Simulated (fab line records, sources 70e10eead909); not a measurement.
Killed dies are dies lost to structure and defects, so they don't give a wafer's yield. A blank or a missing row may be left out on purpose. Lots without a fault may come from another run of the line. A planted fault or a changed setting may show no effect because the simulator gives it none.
fab line records | flow nand_harc
record lots=7 wafers=20 last_day=29
route steps=1302 shown A_SLIT@944 A_SIN_REMOVE@947 A_WL_FILL@952 A_CONTACT@983 END@1302
lots that met no fault: from a run of the same line without faults
start_h: hours from the record's first day to the start of the lot's first wafer shown | wait_h: hours since the lot's step before | " the same as in the row above | L1.1+2: a row that stands for several wafers | - no value, or no start given | * or withheld: withheld | < > ~ a bound
route shown NAME@n: a module of which the file shows steps, and the number in the route of the first | usual: mean/standard deviation of fault-free wafers | same: alike in all rows | chamber/n: place in a boat | sites: the reading at each site | _std_site: their standard deviation | _edge_site: outer sites' mean less inner sites' | radius_mm: how far each site lies from the wafer's centre | mask NAME#n: copy n | behind: the tool/chamber that last shaped the wafer | hold: why the lot was held/for how many hours/how that ended | device: the transistor (n, p or np) that didn't switch | end of line: the same wafers' tests at the end of the route | a step without rows: its recipe alone | killed: dies lost to structure and defects at the first sort, not the wafer's yield | map: a wafer's dies, x killed, . not, _ none there
set.NAME: the setting as run; set.NAME@STEP: as run at that earlier step | model.NAME: the simulator's own value behind a step, which no gauge read
lots at some steps of the route; a table a step, a row a wafer
services: from which hour (start_h, from the record's first day; less than 0 if before it) a tool's chamber was out of use, for how many hours, and why
## steps
# step NHARC_A_SLIT_PRECLEAN_19
# recipe time_s=* temp_c=50 bath_age_min=0 chemistry=SC1
# step NHARC_A_SLIT_SRD_20
# step NHARC_A_SLIT_CD_MEAS_21
# usual cd_nm=289.3/0.92
# columns lot.wafer tool chamber start_h wait_h cd_nm
L579.3 cd_sem-01 - 483.36 - 290.4
L579.5 " - " " 290.3
L579.6 " - " " 290.4
L580.1 cd_sem-01 - 504.88 - 290.6
L580.3 " - " " 288.5
L580.4 " - " " 289.1
L583.2 cd_sem-02 - 543.43 - 287.2
L583.3 " - " " 287.1
L583.4 " - " " 288.9
L584.2 cd_sem-02 - 549.03 - 287.9
L584.5 " - " " 288.0
L584.6 " - " " 288.7
L587.2 cd_sem-02 - 566.70 - 289.1
L587.3 " - " " 289.2
L587.4 " - " " 289.2
L590.1 cd_sem-03 - 597.24 - 287.8
L590.4 " - " " 288.0
L588.2 cd_sem-03 - 601.05 - 288.1
L588.3 " - " " 288.4
L588.5 " - " " 287.4
# step NHARC_A_SIN_REMOVE_WET_00
# recipe temp_c=160 time_s=15300 chemistry=H3PO4
# step NHARC_A_SIN_REMOVE_PRECLEAN_01
# recipe time_s=* temp_c=50 bath_age_min=0 chemistry=SC1
# step NHARC_A_SIN_REMOVE_SRD_02
# step NHARC_A_SIN_REMOVE_INSPECT_04
# usual raw_defect_count=397/84
# columns lot.wafer tool chamber start_h wait_h raw_defect_count
L579.3 defect_inspect-02 - 489.88 0.0 453
L579.5 " - " " 527
L579.6 " - " " 698
L580.1 defect_inspect-01 - 511.55 0.0 364
L580.3 " - " " 518
L580.4 " - " " 382
L583.2 defect_inspect-01 - 549.87 0.0 350
L583.3 " - " " 497
L583.4 " - " " 428
L584.2 defect_inspect-02 - 555.68 0.0 446
L584.5 " - " " 399
L584.6 " - " " 469
L587.2 defect_inspect-01 - 571.92 0.0 263
L587.3 " - " " 300
L587.4 " - " " 407
L590.1 defect_inspect-02 - 604.00 0.0 619
L590.4 " - " " 364
L588.2 defect_inspect-01 - 608.70 0.0 435
L588.3 " - " " 361
L588.5 " - " " 441
# step NHARC_A_WL_FILL_ALD_00
# recipe target_thk_a=30 pulse_time_s=3 ald_cycles=30 temp_c=300 material=Al2O3
# usual heater_power_w=458/55 precursor_pulse_height_rel=1.000/0.022
# same pulse_time_s=3
# columns lot.wafer tool chamber start_h wait_h heater_power_w precursor_pulse_height_rel
L579.3 ald_hk-01 3 489.94 0.1 417 0.986
L579.5 " 3 " " 414 1.008
L579.6 " 0 " " 436 0.967
L580.1 ald_hk-04 0 511.62 0.1 391 1.015
L580.4 " 2 " " 507 1.023
L580.3 " 3 " " 562 1.004
L583.2 ald_hk-04 0 550.12 0.2 397 0.993
L583.4 " 1 " " 411 1.006
L583.3 " 2 " " 503 0.981
L584.2 ald_hk-04 0 555.75 0.1 384 1.018
L584.6 " 0 " " 402 1.012
L584.5 " 1 " " 403 1.012
L587.3 ald_hk-04 1 571.99 0.1 403 1.009
L587.2 " 3 " " 563 0.976
L587.4 " 0 " " 386 1.000
L590.4 ald_hk-04 3 604.92 0.9 566 1.025
L590.1 " 1 " " 406 1.002
L588.2 ald_hk-04 3 608.77 0.1 557 1.062
L588.3 " 2 " " 494 0.997
L588.5 " 3 " " 564 1.012
# step NHARC_A_WL_FILL_RTA_01
# recipe temp_c=1000 time_s=5
# usual lamp_power_pct=35.44/0.042 lamp_zone_6_pct=35.36/0.041 lamp_zone_7_pct=36.01/0.042 wafer_temp_C_max=1004.5/0.85
# columns lot.wafer tool chamber start_h wait_h lamp_power_pct lamp_zone_6_pct lamp_zone_7_pct wafer_temp_C_max
L579.3 rtp_anneal-01 0 490.26 - 35.41 35.28 35.99 1004.4
L579.5 " 0 " " 35.40 35.31 36.03 1004.0
L579.6 " 0 " " 35.39 35.34 36.08 1005.1
L580.1 rtp_anneal-01 0 511.90 - 35.37 35.35 35.96 1003.4
L580.3 " 0 " " 35.48 35.41 35.99 1003.8
L580.4 " 0 " " 35.52 35.43 36.02 1005.5
L583.2 rtp_anneal-01 0 550.56 - 35.45 35.34 36.01 1005.5
L583.3 " 0 " " 35.42 35.36 35.96 1004.4
L583.4 " 0 " " 35.42 35.35 35.98 1003.8
L584.2 rtp_anneal-01 0 556.05 - 35.42 35.35 36.01 1005.3
L584.5 " 0 " " 35.44 35.35 36.05 1004.1
L584.6 " 0 " " 35.41 35.32 36.02 1004.5
L587.2 rtp_anneal-02 0 572.29 - 35.46 35.39 36.00 1003.9
L587.3 " 0 " " 35.43 35.43 35.99 1004.8
L587.4 " 0 " " 35.48 35.38 35.98 1005.3
L590.1 rtp_anneal-01 0 605.19 - 35.41 35.33 35.97 1004.5
L590.4 " 0 " " 35.45 35.31 35.93 1004.7
L588.2 rtp_anneal-02 0 609.31 - 35.44 35.37 35.97 1003.9
L588.3 " 0 " " 35.46 35.35 35.99 1004.9
L588.5 " 0 " " 35.44 35.32 36.02 1003.6
# step NHARC_A_WL_FILL_ALD_02
# recipe target_thk_a=20 pulse_time_s=3 ald_cycles=100 temp_c=450 material=TiN
# step NHARC_A_WL_FILL_CVD_03
# recipe target_thk_a=400 temp_c=300 pressure_torr=40 wf6_flow_sccm=40 h2_flow_sccm=1600 ar_flow_sccm=1560 time_s=279 material=W
# usual heater_power_w=463/20 throttle_valve_pct=7.77/0.28
# columns lot.wafer tool chamber start_h wait_h heater_power_w throttle_valve_pct
L579.3 cvd_w-02 1 490.96 0.2 424 7.62
L579.5 " 1 " " 423 7.56
L579.6 " 0 " " 461 7.83
L580.1 cvd_w-02 1 512.60 0.1 428 7.87
L580.4 " 0 " " 492 8.10
L580.3 " 1 " " 432 7.90
L583.2 cvd_w-02 1 551.18 0.1 448 7.68
L583.3 " 1 " " 436 7.94
L583.4 " 0 " " 470 7.97
L584.2 cvd_w-02 1 556.73 0.1 435 7.76
L584.6 " 0 " " 472 8.07
L584.5 " 1 " " 433 7.89
L587.2 cvd_w-02 1 572.91 0.1 431 7.47
L587.4 " 1 " " 434 8.00
L587.3 " 0 " " 479 7.86
L590.1 cvd_w-02 0 605.97 0.1 478 7.95
L590.4 " 1 " " 426 7.94
L588.2 cvd_w-02 0 610.73 0.8 482 8.00
L588.3 " 1 " " 441 8.10
L588.5 " 0 " " 478 7.82
# step NHARC_A_WL_FILL_ETCHBACK_04
# recipe target_depth_a=600 time_s=120 chemistry=NF3
# step NHARC_A_WL_FILL_ETCHBACK_05
# recipe target_depth_a=220 time_s=60 temp_c=40 chemistry=Cl2/BCl3
# usual drypump_motor_current_A=5.8/0.34 oes_product_au=0.996/0.0077
# columns lot.wafer tool chamber start_h wait_h drypump_motor_current_A oes_product_au rf_hours_counter_h
L579.3 rie_metal-02 1 491.50 0.2 5.8 0.985 -
L579.5 " 0 " " 6.0 1.001 -
L579.6 " 1 " " 5.8 0.994 -
L580.1 rie_metal-01 0 513.17 0.2 5.5 0.991 2.3
L580.4 " 1 " " 5.7 0.986 -
L580.3 " 0 " " 5.5 1.001 -
L583.2 rie_metal-03 0 551.82 0.2 5.4 0.979 0.4
L583.3 " 0 " " 5.4 0.990 -
L583.4 " 1 " " 6.5 1.007 -
L584.2 rie_metal-01 0 557.31 0.2 5.5 1.001 -
L584.5 " 0 " " 5.5 0.994 -
L584.6 " 0 " " 5.5 0.995 -
L587.2 rie_metal-03 1 573.54 0.2 6.5 1.008 1.1
L587.4 " 0 " " 5.4 0.998 -
L587.3 " 1 " " 6.4 1.001 -
L590.1 rie_metal-03 1 606.53 0.2 6.4 1.017 1.7
L590.4 " 0 " " 5.4 1.011 -
L588.2 rie_metal-01 0 611.36 0.2 5.5 0.999 0.4
L588.3 " 0 " " 5.5 0.998 -
L588.5 " 0 " " 5.5 0.992 -
# step NHARC_A_WL_FILL_STRIP_27
# recipe power_w=1500 temp_c=250 time_s=20 chemistry=N2/H2
# step NHARC_A_WL_FILL_STRIP_28
# recipe time_s=1200 temp_c=72.5 chemistry=post_etch_residue_remover
# step NHARC_A_WL_FILL_PRECLEAN_06
# recipe time_s=300 chemistry=DIW
# step NHARC_A_WL_FILL_SRD_07
# step NHARC_A_WL_FILL_ANNEAL_08
# recipe temp_c=450 time_s=1800
# step NHARC_A_WL_FILL_ALD_10
# recipe target_thk_a=500 pulse_time_s=10 ald_cycles=500 temp_c=300 material=SiO2
# step NHARC_A_WL_FILL_ETCHBACK_16
# recipe target_depth_a=1200 time_s=24 c4f8_flow_sccm=withheld o2_flow_sccm=8 ar_flow_sccm=withheld rf_w=600 bias_w=800 chemistry=C4F8/O2/Ar
# step NHARC_A_WL_FILL_STRIP_29
# recipe time_s=20 o2_flow_sccm=500 ar_flow_sccm=0 bias_w=0 chemistry=O2
# step NHARC_A_WL_FILL_ETCHBACK_17
# recipe target_depth_a=40 time_s=26.7 chemistry=Cl2/BCl3
# step NHARC_A_WL_FILL_PRECLEAN_18
# recipe time_s=30 chemistry=dHF
# step NHARC_A_WL_FILL_SRD_21
# step NHARC_A_WL_FILL_CVD_23
# recipe target_thk_a=400 temp_c=620 pressure_mtorr=200 time_s=800 material=poly-Si
# step NHARC_A_WL_FILL_ETCHBACK_26
# recipe target_depth_a=520 time_s=13.3 hbr_flow_sccm=150 rf_w=350 icp_w=350 bias_w=60 chemistry=HBr
# step NHARC_A_WL_FILL_PRECLEAN_30
# recipe time_s=10 chemistry=dHF
# step NHARC_A_WL_FILL_SRD_14
# step NHARC_A_WL_FILL_ALD_19
# recipe target_thk_a=20 pulse_time_s=3 ald_cycles=100 temp_c=450 material=TiN
# step NHARC_A_WL_FILL_CVD_20
# recipe target_thk_a=1000 temp_c=400 pressure_torr=40 wf6_flow_sccm=40 h2_flow_sccm=1600 ar_flow_sccm=1560 time_s=74 material=W
# usual heater_power_w=822/41 throttle_valve_pct=7.8/0.31
# columns lot.wafer tool chamber start_h wait_h heater_power_w throttle_valve_pct
L579.3 cvd_w-01 1 - - 865 7.4
L579.5 " 0 " " 839 7.5
L579.6 " 1 " " 848 7.2
L580.1 cvd_w-02 1 - - 782 7.8
L580.3 " 0 " " 832 8.1
L580.4 " 1 " " 767 7.7
L583.2 cvd_w-02 0 - - 830 8.1
L583.4 " 0 " " 844 8.2
L583.3 " 1 " " 756 7.9
L584.2 cvd_w-01 1 - - 843 7.6
L584.5 " 0 " " 821 7.5
L584.6 " 1 " " 843 7.5
L587.2 cvd_w-02 1 - - 753 7.9
L587.4 " 0 " " 840 8.2
L587.3 " 1 " " 794 7.8
L590.1 cvd_w-02 1 - - 780 8.0
L590.4 " 0 " " 821 8.3
L588.2 cvd_w-02 0 - - 831 8.5
L588.3 " 0 " " 840 8.3
L588.5 " 0 " " 833 8.3
# step NHARC_A_WL_FILL_CMP_12
# recipe t_overpolish_s=30 target_thk_nm=100
# usual motor_current_A=11.8/0.89 overpolish_run_s=30.000/0.0092 slurry_filter_dp_kPa=13.51/0.13 time_to_endpoint_s=19.9/2.3
# same t_overpolish_s=30
# columns lot.wafer tool chamber start_h wait_h motor_current_A overpolish_run_s slurry_filter_dp_kPa time_to_endpoint_s
L579.3 cmp-02 3 507.77 0.1 11.8 30.002 13.53 20.9
L579.5 " 2 " " 9.9 29.999 13.37 18.4
L579.6 " 3 " " 11.8 29.990 13.65 19.0
L580.3 cmp-03 1 528.95 0.1 12.2 30.004 13.42 20.5
L580.4 " 2 " " 10.5 29.994 13.34 21.1
L580.1 " 0 " " 14.3 30.019 13.35 21.7
L583.3 cmp-04 0 571.12 0.1 12.4 29.998 13.68 19.9
L583.2 " 1 " " 11.5 30.002 13.76 20.4
L583.4 " 3 " " 12.0 29.999 13.24 25.0
L584.2 cmp-02 0 576.13 0.2 11.6 30.005 13.41 22.0
L584.6 " 3 " " 12.8 29.996 13.34 21.3
L584.5 " 0 " " 11.5 29.992 13.35 23.6
L587.4 cmp-03 1 592.86 0.1 11.8 29.994 13.43 18.9
L587.2 " 3 " " 11.9 29.992 13.56 20.7
L587.3 " 0 " " 13.3 29.989 13.59 18.3
L590.4 cmp-04 0 622.32 0.1 12.9 30.007 13.25 19.3
L590.1 " 3 " " 12.5 30.012 13.52 21.0
L588.3 cmp-04 1 627.68 0.2 11.2 29.995 13.40 20.1
L588.2 " 3 " " 12.8 29.982 13.51 23.5
L588.5 " 0 " " 12.3 30.008 13.50 16.5
# step NHARC_A_WL_FILL_SRD_31
# step NHARC_A_WL_FILL_INSPECT_15
# usual raw_defect_count=492/120
# columns lot.wafer tool chamber start_h wait_h raw_defect_count
L579.3 defect_inspect-02 - 508.24 0.0 594
L579.5 " - " " 398
L579.6 " - " " 330
L580.1 defect_inspect-02 - 529.41 0.0 795
L580.3 " - " " 391
L580.4 " - " " 562
L583.2 defect_inspect-01 - 571.61 0.0 567
L583.3 " - " " 460
L583.4 " - " " 383
L584.2 defect_inspect-01 - 576.59 0.0 486
L584.5 " - " " 468
L584.6 " - " " 812
L587.2 defect_inspect-01 - 593.34 0.0 301
L587.3 " - " " 415
L587.4 " - " " 423
L590.1 defect_inspect-01 - 622.79 0.0 525
L590.4 " - " " 637
L588.2 defect_inspect-01 - 628.12 0.0 367
L588.3 " - " " 344
L588.5 " - " " 399
# step NHARC_A_CONTACT_DEP_24
# recipe target_thk_a=5000 temp_c=400 pressure_torr=6.5 rf_w=900 teos_flow_sccm=161.4 flow_sccm=2650 target_thk_nm=500 gas=O2 material=SiO2
# step NHARC_A_CONTACT_DEP_28
# recipe target_thk_a=70000 temp_c=400 material=aC
# step NHARC_END_SORT_01
# recipe temp_c=25
# usual killed_at_array=41/10 killed_at_other=0.8/0.91 killed_at_periphery=4.2/2.9 killed_dies=46/10 killed_open=3.5/2.1 killed_short=2.5/1.6
# same gross_dies=677
# columns lot.wafer tool chamber start_h wait_h killed_at_array killed_at_other killed_at_periphery killed_dies killed_open killed_short
L587.2 prober-02 0 673.65 2.8 304 1 2 307 2 0
L587.4 prober-02 0 675.24 3.4 318 1 0 319 4 0
L590.4 prober-02 0 702.94 3.4 303 0 2 305 3 0
L588.2 prober-01 0 701.30 2.8 169 0 1 170 1 3
# killed by level:class
L587.2 A_WL_FILL:area_cvd=273 A_CHANNEL_HOLE_D1:chamber_film_flake=16 A_CHANNEL_HOLE_D2:chamber_film_flake=9 A_WL_FILL:chamber_film_flake=3 A_CHANNEL_HOLE_D1:unspecified=2 P_CONTACT:geometric_particle:open=1 A_CHANNEL_FILL_D2:geometric_particle:open=1 P_STI:chamber_film_flake=1
L587.4 A_WL_FILL:area_cvd=278 A_CHANNEL_HOLE_D1:chamber_film_flake=19 A_CHANNEL_HOLE_D2:chamber_film_flake=11 A_CHANNEL_HOLE_D1:unspecified=4 A_CHANNEL_FILL_D2:geometric_particle:open=2 A_WL_FILL:chamber_film_flake=2 A_SGD_CUT:geometric_particle:open=1 A_M1:geometric_particle:open=1
L588.2 A_WL_FILL:area_cvd=130 A_CHANNEL_HOLE_D1:chamber_film_flake=15 A_CONTACT:chamber_film_flake=9 A_SLIT:chamber_film_flake=4 A_STAIRCASE:chamber_film_flake=2 A_ONON_D1:geometric_particle:short=1 A_DECK1_JOINT:geometric_particle:short=1 A_WL_FILL:geometric_particle:short=1
L590.4 A_WL_FILL:area_cvd=269 A_CHANNEL_HOLE_D2:chamber_film_flake=9 A_CONTACT:chamber_film_flake=8 A_CHANNEL_HOLE_D1:chamber_film_flake=5 A_CHANNEL_FILL_D2:chamber_film_flake=4 A_STAIRCASE:chamber_film_flake=4 A_DECK1_JOINT:chamber_film_flake=2 P_CONTACT:geometric_particle:open=1
# map L587.4 (x killed, . not)
____________x____________
_________xxxxxxx_________
_______xxxxxxxxxxx_______
______xxxxxxxxxxxxx______
_____xxxxxxxxxxxxxxx_____
____xxxxxxxxxxxxxxxxx____
____xxxxxx....xxxxxxx____
___xxxxxx.......xxxxxx___
___xxxx..........xxxxx___
__xxxxx.x.........xxxxx__
__xxxx............xxxxx__
_xxxx..............xxxxx_
_xxxx...............xxxx_
_xxx................xxxx_
_xx..................xxx_
_xxx.................xxx_
xxx........x........xxxxx
xxx....x............xxxxx
xx.x.................xxxx
xxx..................xxxx
xxx.................xxxxx
_xxx............x....xxx_
_xx...x..............xxx_
_xxx................xxxx_
_xxxx...............xxxx_
_xxx...............xxxxx_
__xxx.............x.xxx__
__xxx..............xxxx__
___xxxx............xxx___
___xxxx...........xxxx___
____xxx..........xxxx____
____xxxxx......xxxxxx____
_____xxxx.x.x.xxxxxx_____
______xxxxxxx.xxxxx______
_______xxxxxxxxxxx_______
_________xxxxxxx_________
____________x____________
# map L588.2 (x killed, . not)
____________x____________
_________..xx..._________
_______.x..x...xx._______
______.....xx.x.xxx______
_____..x...x..x....._____
____...x....x.....xxx____
____.x.x...x.x..xxx..____
___....xxxx..x..xxxxxx___
___..x.x.........x.xx.___
__...x..x.x.....xx.....__
__..xx............x..x.__
_.x.......x...xx.x...xxx_
_.....x.x......x....xxx._
_.....x....x...x..xx.xx._
_.....x........xxx......_
_x.....xx.....xx..x.x.x._
.....x.....xx....x.xxxx.x
...........x..x.x....x...
....x...........xxx.xx..x
......x.x......x.xx..x...
............x..x.x.xx...x
_........x...........xx._
_....x........x.......x._
_.x.....x.....x.xx......_
_......x.........x.....x_
_................x.x...._
__............x.xx..x..__
__x...........x...x.x..__
___......x..x.........___
___........x....xx....___
____...xx...xxx......____
____.................____
_____..xx....x......_____
______......xx.....______
_______...xxxxxx.._______
_________.xxxxxx_________
____________x____________
## services
# columns tool chamber start_h hours kind
cvd_w-01 - 477.99 1.2 repair
rie_metal-02 0 495.83 76.7 repair
cmp-04 - 503.00 4.0 pm
cmp-02 - 505.22 1.2 repair
rie_metal-02 1 507.27 1.9 repair
rie_metal-03 - 519.00 9.0 pm
cmp-03 - 521.68 3.7 repair
ald_hk-04 - 535.61 1.5 repair
cmp-02 - 535.70 4.0 pm
cmp-04 - 540.65 1.2 repair
rie_metal-03 1 544.06 1.1 repair
cvd_w-01 - 547.29 13.0 pm
cmp-03 - 554.00 4.0 pm
rie_metal-01 - 575.00 9.0 pm
cmp-04 - 580.37 0.8 repair
cvd_w-01 0 593.70 21.6 repair
cmp-04 - 599.10 0.6 repair
cmp-04 - 601.00 4.0 pm
ald_hk-04 - 610.32 10.0 pm
ald_hk-04 0 610.32 10.0 vent_cycle
ald_hk-04 1 610.32 10.0 vent_cycle
ald_hk-04 2 610.32 10.0 vent_cycle
ald_hk-04 3 610.32 10.0 vent_cycle
cvd_w-01 0 621.47 16.0 repair
## key
first_sign step=NHARC_END_SORT_01 reading=killed_at_array direction=up sigmas=23 usual=41 struck=274
effect step=NHARC_END_SORT_01 reading=killed_dies direction=up sigmas=23 usual=46 struck=275
more_kills_born_at NHARC_A_WL_FILL_CVD_03@cvd_w-02=950
met_at NHARC_A_WL_FILL_CVD_03
struck_wafers L587.2,L587.4,L588.2,L590.4
tester_left_out L587,L588,L590
onset_between 556.73 572.91
fault kind=process_parameter_drift tool=cvd_w-02 chamber=- onset_h=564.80 steps=NHARC_A_WL_FILL_CVD_03 channel=target_thk_a offset=* shape=step end_h=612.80 scope=struck_wafers_only acts_in=* stated=*
# tester_left_out: of these lots the tester's yield and bins aren't shown, on N5 and GAA mostly nor the transistor test; their killed dies are dies lost to structure and defects alone, not to doping, threshold or leakage, so they don't give the yield
